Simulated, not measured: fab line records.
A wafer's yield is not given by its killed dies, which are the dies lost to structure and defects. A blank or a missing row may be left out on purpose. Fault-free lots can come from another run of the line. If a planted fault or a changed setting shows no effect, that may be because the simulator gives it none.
Matching of chambers -- flow n5 finfet -- N5_BEOL_M5_CMP_52 on cmp-02: 4 sister chambers
The step polishes, stops on SiCOH lowk, t overpolish 6.9 s, target thk 62 nm. 8 wafers are shown with their chamber, then 8 later ones without.

## WAFERS WITH THEIR CHAMBER
wafer,chamber,motor current A (A),time to endpoint s (s)
L075.2,2,6.0,61.8
L075.5,3,6.4,62.7
L077.2,2,5.8,66.2
L078.4,3,6.6,63.1
L086.1,1,5.3,61.5
L086.3,0,5.5,60.8
L086.5,0,5.2,62.6
L091.1,1,5.4,58.0

## WAFERS MISSING THEIR CHAMBER
wafer,motor current A (A),time to endpoint s (s)
L091.4,6.2,61.1
L091.6,5.5,59.5
L090.1,6.0,62.9
L090.3,5.5,60.8
L090.5,5.6,61.4
L093.1,5.8,63.3
L093.3,6.8,61.6
L093.5,5.9,60.3

## CHAMBER TAKEN BY EACH
wafer,from the rows above,in truth
L091.4,can't be placed: 3 or 2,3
L091.6,can't be placed: 1 or 0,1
L090.1,2,2
L090.3,can't be placed: 0 or 1 or 2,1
L090.5,can't be placed: 0 or 1 or 2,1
L093.1,2,2
L093.3,3,3
L093.5,can't be placed: 2 or 1 or 0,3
3 of 8 placed correctly. Cannot be placed on the basis of these rows: 5; the candidates contain the true chamber in 4. 0 placed wrongly.
How it was worked out, from the rows above alone: a wafer's distance from a chamber is the root of the sum, over the readings, of the square of ((its reading less the chamber's mean) divided by the reading's scatter). The wafer belongs to the nearest chamber; if the next one is less than 2 further off, it can't be placed. The mean given for a chamber averages the wafers shown for that chamber. The scatter: the root of (the sum of the squares of (reading less its chamber's mean) over the shown wafers, divided by (wafers less chambers)).
